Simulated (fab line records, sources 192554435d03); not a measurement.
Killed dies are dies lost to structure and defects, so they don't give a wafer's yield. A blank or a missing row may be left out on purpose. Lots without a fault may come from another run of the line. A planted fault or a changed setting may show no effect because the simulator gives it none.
Which tool did it? | flow n5_finfet | 9 lots, 27 wafers sampled, at 6 steps of a route of 1938

WHAT THE GAUGES READ, wafer by wafer
N5_BEOL_M4_RC_MEAS_101. Usual: DIBL_N 35.8 mV/V, standard deviation 1.7; DIBL_P 35.3 mV/V, standard deviation 2; IOFF_N 0.150 nA/um, standard deviation 0.026; IOFF_P 0.194 nA/um, standard deviation 0.029; ION_N 667 uA/um, standard deviation 11; ION_P 456 uA/um, standard deviation 7.1; SS_N 71.4 mV/dec, standard deviation 0.65; SS_P 73.1 mV/dec, standard deviation 0.64; VT_N 251 mV, standard deviation 3; VT_P -252 mV, standard deviation 3.2.
lot  | measured     | on        | DIBL_N (mV/V)  | DIBL_P (mV/V)  | IOFF_N (nA/um)    | IOFF_P (nA/um)    | ION_N (uA/um) | ION_P (uA/um) | SS_N (mV/dec)  | SS_P (mV/dec)  | VT_N (mV)   | VT_P (mV)      | flag
L477 | day 10 07:59 | prober-02 | 36.1 36.0 37.7 | 36.4 36.0 37.8 | 0.148 0.150 0.173 | 0.197 0.196 0.228 | 663 671 666   | 452 462 457   | 71.0 71.1 72.4 | 73.3 73.4 74.0 | 252 253 247 | -252 -255 -250 |
L478 | day 10 23:08 | prober-02 | 36.3 35.5 35.1 | 39.2 38.0 37.0 | 0.181 0.148 0.158 | 0.208 0.189 0.186 | 679 659 675   | 459 453 458   | 71.7 72.0 71.8 | 73.6 73.9 72.7 | 248 249 252 | -252 -253 -253 |
L490 | day 14 01:52 | prober-02 | 36.2 37.0 35.2 | 37.5 36.5 35.8 | 0.165 0.162 0.137 | 0.234 0.206 0.201 | 667 678 659   | 458 464 459   | 71.4 71.6 71.2 | 74.2 73.9 73.3 | 244 249 250 | -247 -249 -250 |
L489 | day 14 05:40 | prober-01 | 38.3 36.9 37.8 | 35.3 34.6 34.8 | 0.186 0.161 0.171 | 0.213 0.204 0.199 | 669 677 688   | 456 466 464   | 72.2 71.9 72.1 | 73.8 73.9 73.1 | 247 249 248 | -252 -251 -250 |
L493 | day 14 15:12 | prober-02 | 36.4 35.6 38.0 | 34.8 34.5 37.2 | 0.156 0.137 0.190 | 0.168 0.160 0.194 | 648 665 679   | 436 450 455   | 72.4 71.5 72.3 | 73.4 73.4 74.3 | 254 251 248 | -253 -254 -253 |
L495 | day 15 02:43 | prober-01 | 33.6 33.7 33.3 | 33.6 32.3 32.0 | 0.139 0.123 0.122 | 0.173 0.147 0.149 | 664 652 652   | 454 452 445   | 70.7 70.9 70.9 | 72.6 71.9 72.5 | 250 254 251 | -253 -257 -256 |
L496 | day 15 08:19 | prober-01 | 34.3 36.6 34.5 | 34.8 37.6 35.9 | 0.117 0.153 0.129 | 0.170 0.217 0.184 | 668 666 674   | 463 458 463   | 70.9 71.9 71.3 | 73.4 73.2 73.1 | 255 253 252 | -253 -251 -253 |
L497 | day 15 11:44 | prober-02 | 37.6 36.5 36.8 | 35.2 35.3 36.0 | 0.177 0.159 0.167 | 0.217 0.212 0.225 | 680 669 679   | 463 461 464   | 71.3 70.4 71.2 | 73.9 72.7 73.7 | 248 250 250 | -248 -250 -252 |
L498 | day 15 13:35 | prober-02 | 36.4 32.1 38.1 | 37.8 30.6 38.0 | 0.167 0.103 0.195 | 0.192 0.114 0.186 | 676 649 674   | 457 443 452   | 71.4 70.6 72.7 | 73.8 71.6 73.5 | 247 255 247 | -252 -260 -255 |

N5_BEOL_M15_THK_MEAS_50: measures by xrf. Usual: M15_THK 858 nm, standard deviation 14.
lot  | measured     | on            | M15_THK (nm) | flag
L477 | day 13 21:27 | film_metro-01 | 848 851 844  |
L478 | day 14 13:02 | film_metro-02 | 838 852 836  |
L490 | day 18 01:53 | film_metro-02 | 895 889 886  |
L489 | day 18 05:23 | film_metro-02 | 895 869 873  |
L493 | day 18 15:49 | film_metro-02 | 902 867 874  |
L495 | day 19 08:41 | film_metro-02 | 868 866 864  |
L496 | day 19 05:37 | film_metro-02 | 878 853 885  |
L497 | day 19 12:29 | film_metro-01 | 886 875 885  |
L498 | day 19 14:36 | film_metro-01 | 838 856 849  |

WHICH TOOL RAN EACH LOT (tool, then ch and the chambers of the sampled wafers, then the start)
lot  | N5_BEOL_M15_STRIP_36               | N5_BEOL_M15_STRIP_37                          | N5_BEOL_M15_SPUTTER_44       | N5_BEOL_M15_CMP_49
L477 | rie_diel-02 ch 0,3, day 13 19:31   | rie_diel-02 ch 0,3, day 13 20:25 or earlier   | pvd_sputter-02, day 13 20:25 | cmp-01 ch 0,2, day 13 21:11
L478 | rie_diel-05 ch 1,2,3, day 14 11:20 | rie_diel-05 ch 1,2,3, day 14 12:01 or earlier | pvd_sputter-01, day 14 12:01 | cmp-04 ch 1,3, day 14 12:45
L490 | rie_diel-02 ch 0,1,3, day 18 00:06 | rie_diel-02 ch 0,1,3, day 18 00:48 or earlier | pvd_sputter-02, day 18 00:48 | cmp-04 ch 2,3, day 18 01:36
L489 | rie_diel-02 ch 0,3, day 18 03:34   | rie_diel-02 ch 0,3, day 18 04:21 or earlier   | pvd_sputter-01, day 18 04:21 | cmp-04 ch 0,3, day 18 05:05
L493 | rie_diel-02 ch 0,2,3, day 18 13:55 | rie_diel-02 ch 0,2,3, day 18 14:44 or earlier | pvd_sputter-02, day 18 14:44 | cmp-04 ch 0,1, day 18 15:31
L495 | rie_diel-02 ch 0,3, day 19 07:01   | rie_diel-02 ch 0,3, day 19 07:38 or earlier   | pvd_sputter-02, day 19 07:38 | cmp-03 ch 0,2,3, day 19 08:28
L496 | rie_diel-06 ch 0,3, day 19 03:29   | rie_diel-06 ch 0,3, day 19 04:19 or earlier   | pvd_sputter-03, day 19 04:19 | cmp-04 ch 1,2, day 19 05:20
L497 | rie_diel-02 ch 0,3, day 19 10:42   | rie_diel-02 ch 0,3, day 19 11:26 or earlier   | pvd_sputter-02, day 19 11:26 | cmp-03 ch 1,2,3, day 19 12:16
L498 | rie_diel-06 ch 0,2,3, day 19 12:46 | rie_diel-06 ch 0,2,3, day 19 13:34 or earlier | pvd_sputter-01, day 19 13:34 | cmp-03 ch 1,2,3, day 19 14:20
- N5_BEOL_M15_STRIP_36: strips in O2.
- N5_BEOL_M15_STRIP_37: strips in O2.
- N5_BEOL_M15_SPUTTER_44: material Ta, target thk 15 nm, time 24.19 s.
- N5_BEOL_M15_CMP_49: polishes, stops on SiO2, t overpolish 4.9 s, target thk 850 nm.

WHAT THE TOOLS THEMSELVES READ (means of the sampled wafers that have a number; where no wafer has one, the mark that the record gives instead)
N5_BEOL_M15_STRIP_36. Usual: drypump_motor_current_A 5.7 A, standard deviation 0.49; oes_product_au 0.81 a.u., standard deviation 0.078; rf_vpp_V 3.6 V, standard deviation 0.99; showerhead_plenum_p_Torr 2.09 Torr, standard deviation 0.082; throttle_valve_pct 16.7 %, standard deviation 0.34.
lot  | tool        | drypump_motor_current_A (A) | oes_product_au (a.u.) | rf_vpp_V (V) | showerhead_plenum_p_Torr (Torr) | throttle_valve_pct (%) | flag
L477 | rie_diel-02 | 5.5                         | 0.86                  | 4.3          | 2.11                            | 16.5                   |
L478 | rie_diel-05 | 5.6                         | 0.78                  | 3.5          | 2.13                            | 16.7                   |
L490 | rie_diel-02 | 6.0                         | 0.83                  | 2.0          | 2.14                            | 16.5                   |
L489 | rie_diel-02 | 5.5                         | 0.82                  | 4.2          | 2.10                            | 16.6                   |
L493 | rie_diel-02 | 5.6                         | 0.80                  | 3.9          | 2.07                            | 16.6                   |
L495 | rie_diel-02 | 5.6                         | 0.82                  | 2.6          | 2.10                            | 16.6                   |
L496 | rie_diel-06 | 5.8                         | 0.84                  | 2.7          | 2.12                            | 16.8                   |
L497 | rie_diel-02 | 5.5                         | 0.81                  | 3.9          | 2.10                            | 16.7                   |
L498 | rie_diel-06 | 5.8                         | 0.80                  | 3.9          | 2.08                            | 16.9                   |

N5_BEOL_M15_STRIP_37. Usual: drypump_motor_current_A 5.7 A, standard deviation 0.49; oes_product_au 0.81 a.u., standard deviation 0.078; rf_vpp_V 3.7 V, standard deviation 0.58; showerhead_plenum_p_Torr 2.09 Torr, standard deviation 0.084; throttle_valve_pct 16.7 %, standard deviation 0.34.
lot  | tool        | drypump_motor_current_A (A) | oes_product_au (a.u.) | rf_vpp_V (V) | showerhead_plenum_p_Torr (Torr) | throttle_valve_pct (%) | flag
L477 | rie_diel-02 | 5.5                         | 0.87                  | 3.6          | 2.11                            | 16.6                   |
L478 | rie_diel-05 | 5.6                         | 0.79                  | 3.5          | 2.13                            | 16.7                   |
L490 | rie_diel-02 | 5.9                         | 0.82                  | 4.0          | 2.14                            | 16.5                   |
L489 | rie_diel-02 | 5.5                         | 0.82                  | 3.5          | 2.10                            | 16.6                   |
L493 | rie_diel-02 | 5.6                         | 0.79                  | 4.7          | 2.07                            | 16.6                   |
L495 | rie_diel-02 | 5.5                         | 0.81                  | 3.6          | 2.10                            | 16.6                   |
L496 | rie_diel-06 | 5.8                         | 0.84                  | 3.2          | 2.12                            | 16.8                   |
L497 | rie_diel-02 | 5.5                         | 0.82                  | 3.5          | 2.10                            | 16.6                   |
L498 | rie_diel-06 | 5.8                         | 0.81                  | 4.1          | 2.08                            | 16.9                   |

N5_BEOL_M15_SPUTTER_44. Usual: bias_v 79.9 V, standard deviation 0.83; cathode_dc_power_W 15000 W, standard deviation 2.8; throttle_valve_pct 29.9 %, standard deviation 1.1.
lot  | tool           | bias_v (V) | cathode_dc_power_W (W) | throttle_valve_pct (%) | flag
L477 | pvd_sputter-02 | 79.7       | 14997                  | 30.4                   |
L478 | pvd_sputter-01 | 80.3       | 14998                  | 30.6                   |
L490 | pvd_sputter-02 | -          | -                      | -                      | OFF
L489 | pvd_sputter-01 | -          | -                      | -                      | OFF
L493 | pvd_sputter-02 | -          | -                      | -                      | OFF
L495 | pvd_sputter-02 | 80.1       | 15001                  | 30.1                   |
L496 | pvd_sputter-03 | 80.3       | 14999                  | 28.8                   |
L497 | pvd_sputter-02 | 80.4       | 15001                  | 30.5                   |
L498 | pvd_sputter-01 | 79.8       | 15000                  | 29.5                   |

N5_BEOL_M15_CMP_49. Usual: barrier_field_endpoint_s 11.32 s, standard deviation 0.3; motor_current_A 8.0 A, standard deviation 0.6.
lot  | tool   | barrier_field_endpoint_s (s) | motor_current_A (A) | flag
L477 | cmp-01 | 11.71                        | 8.0                 |
L478 | cmp-04 | 10.88                        | 8.4                 |
L490 | cmp-04 | 5.68                         | 8.6                 | OFF
L489 | cmp-04 | 5.65                         | 7.5                 | OFF
L493 | cmp-04 | 5.65                         | 8.2                 | OFF
L495 | cmp-03 | 11.45                        | 7.6                 |
L496 | cmp-04 | 11.12                        | 8.4                 |
L497 | cmp-03 | 11.51                        | 7.4                 |
L498 | cmp-03 | 11.56                        | 7.5                 |

THE ANSWER, worked out from the rows above alone
Rule: a lot is off if the mean of its wafers that have a number lies more than 3 standard deviations from the usual mean. A lot without any number at a reading at which 4 lots or more have one is off too. The other lots that the step has rows for count as sound. The gauges are gone through in route order, then the tools' own readings, and for those a lot's mean is taken as printed above. The first step at which some lot is off is used, and at that step the reading that is off furthest; a lot without a number counts as furthest.
Off: L490, L489, L493, at N5_BEOL_M15_SPUTTER_44 (bias_v). Without a number there: L490, L489, L493.
A tool fits if, at that step or a process step before it, it ran every lot that is off, and no sound lot after the first of them. N5_BEOL_M15_STRIP_37 gives no start for some lots, so the hours and the order of its lots are those of N5_BEOL_M15_SPUTTER_44. None of those tried fits.

WHAT THE SIMULATOR HAD PUT IN
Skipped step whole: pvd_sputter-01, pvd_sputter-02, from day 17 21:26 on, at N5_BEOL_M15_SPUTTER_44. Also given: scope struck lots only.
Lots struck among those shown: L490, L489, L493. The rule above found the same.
